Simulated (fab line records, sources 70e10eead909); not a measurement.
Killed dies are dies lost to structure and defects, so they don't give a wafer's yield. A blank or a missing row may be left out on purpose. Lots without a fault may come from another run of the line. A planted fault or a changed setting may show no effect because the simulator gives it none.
fab line records | flow nand_harc
record lots=5 wafers=14 last_day=32
route steps=1302 shown A_CHANNEL_FILL_D1@515 A_DECK1_JOINT@518 END@1302
lots that met no fault: from a run of the same line without faults
start_h: hours from the record's first day to the start of the lot's first wafer shown | wait_h: hours since the lot's step before | " the same as in the row above | L1.1+2: a row that stands for several wafers | - no value, or no start given | * or withheld: withheld | < > ~ a bound
route shown NAME@n: a module of which the file shows steps, and the number in the route of the first | usual: mean/standard deviation of fault-free wafers | same: alike in all rows | chamber/n: place in a boat | sites: the reading at each site | _std_site: their standard deviation | _edge_site: outer sites' mean less inner sites' | radius_mm: how far each site lies from the wafer's centre | mask NAME#n: copy n | behind: the tool/chamber that last shaped the wafer | hold: why the lot was held/for how many hours/how that ended | device: the transistor (n, p or np) that didn't switch | end of line: the same wafers' tests at the end of the route | a step without rows: its recipe alone | killed: dies lost to structure and defects at the first sort, not the wafer's yield | map: a wafer's dies, x killed, . not, _ none there
set.NAME: the setting as run; set.NAME@STEP: as run at that earlier step | model.NAME: the simulator's own value behind a step, which no gauge read
lots at some steps of the route; a table a step, a row a wafer
services: from which hour (start_h, from the record's first day; less than 0 if before it) a tool's chamber was out of use, for how many hours, and why
## steps
# step NHARC_A_CHANNEL_FILL_D1_SRD_12
# step NHARC_A_CHANNEL_FILL_D1_INSPECT_13
# usual raw_defect_count=355/170
# columns lot.wafer tool chamber start_h wait_h raw_defect_count
L718.3 defect_inspect-01 - 256.36 0.0 283
L718.5 " - " " 247
L718.6 " - " " 259
L723.1 defect_inspect-02 - 317.70 0.0 402
L723.6 " - " " 542
L732.2 defect_inspect-02 - 395.16 0.0 283
L732.5 " - " " 497
L732.6 " - " " 517
L734.2 defect_inspect-02 - 413.21 0.0 368
L734.3 " - " " 257
L734.5 " - " " 363
L737.1 defect_inspect-01 - 449.07 0.0 323
L737.2 " - " " 558
L737.4 " - " " 304
# step NHARC_A_DECK1_JOINT_ETCHBACK_07
# recipe target_depth_a=1050 time_s=26.9 hbr_flow_sccm=150 rf_w=350 icp_w=350 bias_w=60 chemistry=HBr
# usual drypump_motor_current_A=5.8/0.38 oes_product_au=1.001/0.012 throttle_valve_pct=23.267/0.0094
# columns lot.wafer tool chamber start_h wait_h drypump_motor_current_A oes_product_au rf_hours_counter_h throttle_valve_pct
L718.3 rie_si-04 0 256.48 0.1 6.3 1.009 0.5 23.261
L718.5 " 3 " " 6.6 0.967 - 23.285
L718.6 " 0 " " 6.3 1.021 - 23.282
L723.1 rie_si-06 2 317.80 0.1 6.0 0.999 0.4 23.276
L723.6 " 0 " " 5.8 0.992 - 23.256
L732.2 rie_si-04 0 395.26 0.1 6.3 1.013 0.2 23.284
L732.6 " 1 " " 6.3 0.994 - 23.261
L732.5 " 2 " " 5.3 1.026 - 23.259
L734.3 rie_si-02 1 413.30 0.1 5.5 1.004 0.8 23.283
L734.2 " 2 " " 5.7 1.007 0.9 23.277
L734.5 " 3 " " 6.4 1.010 - 23.262
L737.1 rie_si-02 3 449.13 0.1 6.4 0.998 1.2 23.258
L737.2 " 1 " " 5.5 1.013 1.0 23.265
L737.4 " 2 " " 5.7 1.012 1.1 23.270
# step NHARC_A_DECK1_JOINT_ETCH_25
# recipe target_depth_a=5 chemistry=dHF material=SiO2
# step NHARC_A_DECK1_JOINT_ETCH_19
# recipe temp_c=25 target_depth_a=30 chemistry=TMAH material=poly-Si
# step NHARC_A_DECK1_JOINT_ETCH_18
# recipe target_depth_a=30 chemistry=dHF material=SiO2
# step NHARC_A_DECK1_JOINT_WET_08
# recipe temp_c=160 time_s=86 chemistry=H3PO4
# step NHARC_A_DECK1_JOINT_ETCH_09
# recipe target_depth_a=50 chemistry=dHF material=SiO2
# step NHARC_A_DECK1_JOINT_WET_10
# recipe temp_c=160 time_s=86 chemistry=H3PO4
# step NHARC_A_DECK1_JOINT_ETCH_11
# recipe target_depth_a=350 chemistry=dHF material=SiO2
# step NHARC_A_DECK1_JOINT_CVD_12
# recipe target_thk_a=900 temp_c=620 pressure_mtorr=200 time_s=1800 material=poly-Si
# step NHARC_A_DECK1_JOINT_CMP_13
# recipe target_thk_nm=51.023
# usual edge_zone_pressure_frac=1.000/0.0053 motor_current_A=12.6/1.3 pad_life_wafers=186/92 slurry_flow_ml_min=150.0/0.41 time_to_endpoint_s=9.5/2.7
# columns lot.wafer tool chamber start_h wait_h edge_zone_pressure_frac motor_current_A pad_life_wafers slurry_flow_ml_min time_to_endpoint_s
L718.3 cmp-02 1 266.68 0.5 0.999 12.6 133 149.6 14.2
L718.6 " 0 " " 0.990 11.8 - 150.3 10.6
L718.5 " 1 " " 1.003 12.1 - 150.2 12.0
L723.1 cmp-04 0 327.89 0.4 1.007 15.2 72 150.1 14.2
L723.6 " 0 " " 0.999 14.7 - 150.2 23.7
L732.2 cmp-02 0 405.55 0.4 1.004 10.9 255 150.2 8.1
L732.6 " 1 " " 1.009 12.4 - 149.4 10.1
L732.5 " 2 " " 0.991 11.4 - 149.7 9.8
L734.3 cmp-02 0 423.43 0.4 0.993 10.8 325 149.9 9.1
L734.2 " 1 " " 0.988 12.4 326 150.4 10.5
L734.5 " 0 " " 1.004 11.4 - 150.3 6.6
L737.4 cmp-04 0 460.14 0.4 1.004 14.7 168 149.7 10.7
L737.1 " 1 " " 1.001 14.1 169 149.9 7.0
L737.2 " 2 " " 0.993 12.8 170 149.9 3.8
# step NHARC_A_DECK1_JOINT_THK_MEAS_14
# recipe thk_meas_gauge=ellipsometry
# usual thk_nm=51.2/1.7
# columns lot.wafer tool chamber start_h wait_h thk_nm
L718.3 film_metro-01 - 266.91 0.2 52.6
L718.5 " - " " 51.3
L718.6 " - " " 51.4
L723.1 film_metro-02 - 328.14 0.2 53.5
L723.6 " - " " 51.5
L732.2 film_metro-02 - 405.73 0.2 49.8
L732.5 " - " " 53.0
L732.6 " - " " 52.4
L734.2 film_metro-02 - 423.66 0.2 53.3
L734.3 " - " " 51.7
L734.5 " - " " 52.9
L737.1 film_metro-02 - 460.39 0.2 51.9
L737.2 " - " " 49.5
L737.4 " - " " 53.6
# step NHARC_END_SORT_01
# recipe temp_c=25
# usual killed_at_array=54/20 killed_at_other=0.7/0.94 killed_at_periphery=3.8/2.7 killed_dies=59/20 killed_open=3.5/1.9 killed_short=2.5/1.6
# same gross_dies=677
# columns lot.wafer tool chamber start_h wait_h killed_at_array killed_at_other killed_at_periphery killed_dies killed_open killed_short
L718.3 prober-02 0 584.69 3.1 56 1 2 59 2 6
L718.5 prober-02 0 586.30 3.7 61 0 1 62 10 1
L718.6 prober-02 0 587.11 4.0 36 1 1 38 3 2
L723.1 prober-01 0 640.68 2.5 64 0 3 67 2 1
L723.6 prober-01 0 644.70 4.0 37 0 10 47 6 1
L732.2 prober-01 0 732.27 2.8 50 0 7 57 4 3
L732.5 prober-01 0 734.65 3.7 38 1 4 43 3 2
L732.6 prober-01 0 735.45 4.0 47 0 6 53 2 4
# killed by level:class
L718.3 A_CHANNEL_HOLE_D2:chamber_film_flake=23 A_CHANNEL_HOLE_D1:chamber_film_flake=22 A_CONTACT:chamber_film_flake=2 P_GATE:geometric_particle:short=1 P_M1:geometric_particle:short=1 A_ONON_D1:geometric_particle:open=1 A_CHANNEL_HOLE_D1:geometric_particle:short=1 A_CHANNEL_FILL_D1:geometric_particle:short=1
L718.5 A_CHANNEL_HOLE_D1:chamber_film_flake=22 A_CHANNEL_HOLE_D2:chamber_film_flake=21 A_STAIRCASE:chamber_film_flake=3 A_BLC:chamber_film_flake=3 A_CHANNEL_HOLE_D1:geometric_particle:open=2 A_BLC:geometric_particle:open=2 A_M0:geometric_particle:open=2 P_GATE:geometric_particle:open=1
L718.6 A_CHANNEL_HOLE_D1:chamber_film_flake=13 A_CHANNEL_HOLE_D2:chamber_film_flake=12 A_STAIRCASE:chamber_film_flake=5 P_M0:geometric_particle:open=1 A_ONON_D1:geometric_particle:short=1 A_WL_FILL:geometric_particle:open=1 A_M0:geometric_particle:open=1 A_M1:geometric_particle:short=1
L723.1 A_CHANNEL_HOLE_D1:chamber_film_flake=35 A_CHANNEL_HOLE_D2:chamber_film_flake=19 P_STI:chamber_film_flake=2 A_CONTACT:chamber_film_flake=2 A_WL_FILL:chamber_film_flake=2 A_CHANNEL_HOLE_D1:geometric_particle:short=1 A_CHANNEL_FILL_D1:geometric_particle:open=1 A_BLC:geometric_particle:open=1
L723.6 A_CHANNEL_HOLE_D2:chamber_film_flake=14 A_CHANNEL_HOLE_D1:chamber_film_flake=9 P_STI:chamber_film_flake=6 A_SLIT:chamber_film_flake=4 A_CHANNEL_FILL_D2:geometric_particle:open=2 A_STAIRCASE:chamber_film_flake=2 A_CONTACT:chamber_film_flake=2 P_CONTACT:geometric_particle:open=1
L732.2 A_CHANNEL_HOLE_D2:chamber_film_flake=28 A_CHANNEL_HOLE_D1:chamber_film_flake=13 A_SLIT:chamber_film_flake=3 P_CONTACT:chamber_film_flake=3 P_M2:geometric_particle:short=2 P_CONTACT:geometric_particle:open=1 A_ONON_D2:geometric_particle:open=1 A_CHANNEL_FILL_D2:geometric_particle:open=1
L732.5 A_CHANNEL_HOLE_D2:chamber_film_flake=21 A_CHANNEL_HOLE_D1:chamber_film_flake=8 P_M2:chamber_film_flake=3 A_WL_FILL:geometric_particle:open=2 A_DECK1_JOINT:chamber_film_flake=2 A_CHANNEL_FILL_D1:geometric_particle:open=1 A_M0:geometric_particle:short=1 STARTING-WAFER:geometric_particle:short=1
L732.6 A_CHANNEL_HOLE_D2:chamber_film_flake=20 A_CHANNEL_HOLE_D1:chamber_film_flake=9 A_SGD_CUT:chamber_film_flake=4 P_M2:chamber_film_flake=3 A_SLIT:chamber_film_flake=3 A_ZERO_WELL:chamber_film_flake=2 P_CONTACT:geometric_particle:short=1 A_CHANNEL_HOLE_D1:geometric_particle:short=1
## services
# columns tool chamber start_h hours kind
cmp-02 - 232.58 4.0 pm
cmp-02 - 236.58 - consumable_replace:conditioner
cmp-02 - 236.58 - consumable_replace:pad
rie_si-02 0 237.84 2.9 repair
rie_si-06 - 249.01 9.0 pm
rie_si-02 3 252.33 20.0 repair
cmp-04 - 265.50 13.8 repair
rie_si-02 - 277.02 9.0 pm
rie_si-04 3 300.13 47.2 repair
cmp-04 - 307.00 4.0 pm
cmp-04 - 317.53 0.7 repair
cmp-02 - 330.58 4.0 pm
cmp-02 - 334.58 - consumable_replace:conditioner
cmp-02 - 334.58 - consumable_replace:pad
rie_si-04 - 342.00 9.0 pm
cmp-02 - 381.94 2.6 repair
cmp-04 - 405.00 4.0 pm
cmp-04 - 425.72 0.6 repair
rie_si-06 - 426.01 9.0 pm
cmp-02 - 428.58 4.0 pm
cmp-02 - 432.58 - consumable_replace:conditioner
cmp-02 - 432.58 - consumable_replace:pad
cmp-02 - 439.37 1.8 repair
rie_si-02 - 454.02 9.0 pm
## key
first_sign step=NHARC_A_DECK1_JOINT_CMP_13 reading=time_to_endpoint_s direction=up sigmas=5.2 usual=* struck=*
effect none on later readings
met_at NHARC_A_DECK1_JOINT_CMP_13
struck_wafers L723.6
tester_left_out L723
fault kind=process_parameter_drift tool=cmp-04 chamber=- onset_h=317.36 steps=NHARC_A_DECK1_JOINT_CMP_13 channel=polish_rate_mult offset=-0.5 shape=step end_h=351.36 scope=struck_wafers_only
# tester_left_out: of these lots the tester's yield and bins aren't shown, on N5 and GAA mostly nor the transistor test; their killed dies are dies lost to structure and defects alone, not to doping, threshold or leakage, so they don't give the yield
